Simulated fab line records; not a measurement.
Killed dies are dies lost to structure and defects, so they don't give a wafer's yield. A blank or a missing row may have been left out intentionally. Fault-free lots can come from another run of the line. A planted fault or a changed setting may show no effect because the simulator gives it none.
Check for tools in common + flow nandHarc + 11 lots, 33 wafers sampled

## WHY IT WAS OPENED
Flagged at NHARC_P_M1_THK_MEAS_24: reading thkNm, on 3 of 11 lots. Wafers without a fault read 157.8 nm, standard deviation 1.7.
Rule: flag the lot when none of its wafers has a number, or when each of its wafers that has one lies beyond 4 standard deviations from that mean. All remaining lots are regarded as sound.

| lot  | measured     | on           | thkNm (nm), wafer by wafer | flag    |
|------|--------------|--------------|----------------------------|---------|
| L413 | day 6 14:58  | filmMetro-01 | 157.6 159.3 154.9          |         |
| L414 | day 6 15:19  | filmMetro-02 | 157.1 158.9 160.5          |         |
| L415 | day 7 00:38  | filmMetro-01 | 157.1 159.2 156.9          |         |
| L416 | day 7 02:11  | filmMetro-01 | 155.8 157.4 155.4          |         |
| L417 | day 7 19:13  | filmMetro-01 | 156.2 159.4 156.8          |         |
| L423 | day 10 03:43 | filmMetro-01 | 29.4 29.2 29.2             | FLAGGED |
| L426 | day 10 05:21 | filmMetro-01 | 28.7 30.1 28.1             | FLAGGED |
| L428 | day 10 11:51 | filmMetro-01 | 29.7 30.7 29.5             | FLAGGED |
| L433 | day 11 12:28 | filmMetro-01 | 161.5 159.8 161.8          |         |
| L434 | day 11 13:16 | filmMetro-02 | 159.3 159.5 155.9          |         |
| L435 | day 11 21:38 | filmMetro-02 | 154.7 159.7 158.0          |         |
On average the flagged lots' numbers are 29.4 nm, which is -128.4 nm against the usual, or -76 standard deviations.

## LOT BY LOT: THE TOOL USED
The record holds 4 process steps before the reading, out of a route of 1159 steps. Every cell lists first the tool, next ch and the chambers used by the sampled wafers, and last the start.
| lot  | flag    | NHARC_P_M1_ETCH_35                | NHARC_P_M1_ECD_22             | NHARC_P_M1_ANNEAL_31            | NHARC_P_M1_CMP_23             |
|------|---------|-----------------------------------|-------------------------------|---------------------------------|-------------------------------|
| L413 |         | rieDiel-04 ch 1,3, day 6 12:38    | ecdCu-01 ch 0,1, day 6 13:59  | rtpAnneal-01 ch 0, day 6 14:19  | cmp-04 ch 0,1,2, day 6 14:39  |
| L414 |         | rieDiel-12 ch 0,2,3, day 6 12:59  | ecdCu-01 ch 0,1, day 6 14:19  | rtpAnneal-01 ch 0, day 6 14:43  | cmp-04 ch 1,2, day 6 15:00    |
| L415 |         | rieDiel-12 ch 0,1,2, day 6 22:19  | ecdCu-02 ch 1, day 6 23:35    | rtpAnneal-02 ch 0, day 6 23:58  | cmp-01 ch 0,1,3, day 7 00:20  |
| L416 |         | rieDiel-12 ch 0,1,2, day 6 23:52  | ecdCu-02 ch 0,1, day 7 01:10  | rtpAnneal-01 ch 0, day 7 01:35  | cmp-01 ch 2,3, day 7 01:53    |
| L417 |         | rieDiel-04 ch 0,3, day 7 16:52    | ecdCu-02 ch 0,1, day 7 18:16  | rtpAnneal-01 ch 0, day 7 18:40  | cmp-04 ch 1,2, day 7 18:54    |
| L423 | FLAGGED | rieDiel-12 ch 0,1,3, day 10 01:20 | ecdCu-01 ch 0,1, day 10 02:41 | rtpAnneal-01 ch 0, day 10 03:03 | cmp-04 ch 1,2,3, day 10 03:26 |
| L426 | FLAGGED | rieDiel-06 ch 1,2, day 10 03:01   | ecdCu-01 ch 0,1, day 10 04:25 | rtpAnneal-02 ch 0, day 10 04:48 | cmp-04 ch 1,2,3, day 10 05:02 |
| L428 | FLAGGED | rieDiel-06 ch 1,3, day 10 09:31   | ecdCu-02 ch 0,1, day 10 10:48 | rtpAnneal-02 ch 0, day 10 11:11 | cmp-03 ch 0,1,3, day 10 11:32 |
| L433 |         | rieDiel-12 ch 0,1,2, day 11 10:07 | ecdCu-01 ch 0,1, day 11 11:28 | rtpAnneal-01 ch 0, day 11 11:51 | cmp-04 ch 0,1,3, day 11 12:10 |
| L434 |         | rieDiel-12 ch 1,2,3, day 11 10:56 | ecdCu-01 ch 0,1, day 11 12:13 | rtpAnneal-01 ch 0, day 11 12:36 | cmp-03 ch 0,2,3, day 11 12:56 |
| L435 |         | rieDiel-04 ch 2,3, day 11 19:19   | ecdCu-01 ch 0,1, day 11 20:45 | rtpAnneal-01 ch 0, day 11 21:08 | cmp-04 ch 1,2, day 11 21:21   |
These steps, and what they do:
- NHARC_P_M1_ETCH_35: etches the open film in N2/H2, target depth 40 nm, overetch 12 nm, time 43.94 s.
- NHARC_P_M1_ECD_22: material Cu, target thk 400 nm.
- NHARC_P_M1_ANNEAL_31: time 90 s.
- NHARC_P_M1_CMP_23: polishes, t overpolish 20 s, target thk 157.82 nm.
- NHARC_P_M1_THK_MEAS_24: measures by xrf.

## FLAGGED AGAINST TOTAL, ONE TOOL AT A TIME (gauges that did the reading follow at the end)
| step                   | tool         | lots run | flagged | share of the flagged lots | sound lots run after its first flagged lot |
|------------------------|--------------|----------|---------|---------------------------|--------------------------------------------|
| NHARC_P_M1_ETCH_35     | rieDiel-04   | 3        | 0       | none                      | -                                          |
| NHARC_P_M1_ETCH_35     | rieDiel-06   | 2        | 2       | some                      | 0                                          |
| NHARC_P_M1_ETCH_35     | rieDiel-12   | 6        | 1       | some                      | 2 (L433,L434)                              |
| NHARC_P_M1_ECD_22      | ecdCu-01     | 7        | 2       | some                      | 3 (L433,L434,L435)                         |
| NHARC_P_M1_ECD_22      | ecdCu-02     | 4        | 1       | some                      | 0                                          |
| NHARC_P_M1_ANNEAL_31   | rtpAnneal-01 | 8        | 1       | some                      | 3 (L433,L434,L435)                         |
| NHARC_P_M1_ANNEAL_31   | rtpAnneal-02 | 3        | 2       | some                      | 0                                          |
| NHARC_P_M1_CMP_23      | cmp-01       | 2        | 0       | none                      | -                                          |
| NHARC_P_M1_CMP_23      | cmp-03       | 2        | 1       | some                      | 1 (L434)                                   |
| NHARC_P_M1_CMP_23      | cmp-04       | 7        | 2       | some                      | 2 (L433,L435)                              |
| NHARC_P_M1_THK_MEAS_24 | filmMetro-01 | 8        | 3       | all                       | 1 (L433)                                   |
| NHARC_P_M1_THK_MEAS_24 | filmMetro-02 | 3        | 0       | none                      | -                                          |

## WHAT IS ALLOWED BY THE TABLE
In the table, 1 row covers all flagged lots: filmMetro-01 at NHARC_P_M1_THK_MEAS_24.
- filmMetro-01 at NHARC_P_M1_THK_MEAS_24 ran 8 lots, 3 of them flagged. Sound lots ran on it after the first flagged one (L433), which a lasting fault on the whole tool wouldn't allow.
There is no row in the table that ran each flagged lot and no sound lot after the first.

## WHAT THE SIMULATOR PUT IN
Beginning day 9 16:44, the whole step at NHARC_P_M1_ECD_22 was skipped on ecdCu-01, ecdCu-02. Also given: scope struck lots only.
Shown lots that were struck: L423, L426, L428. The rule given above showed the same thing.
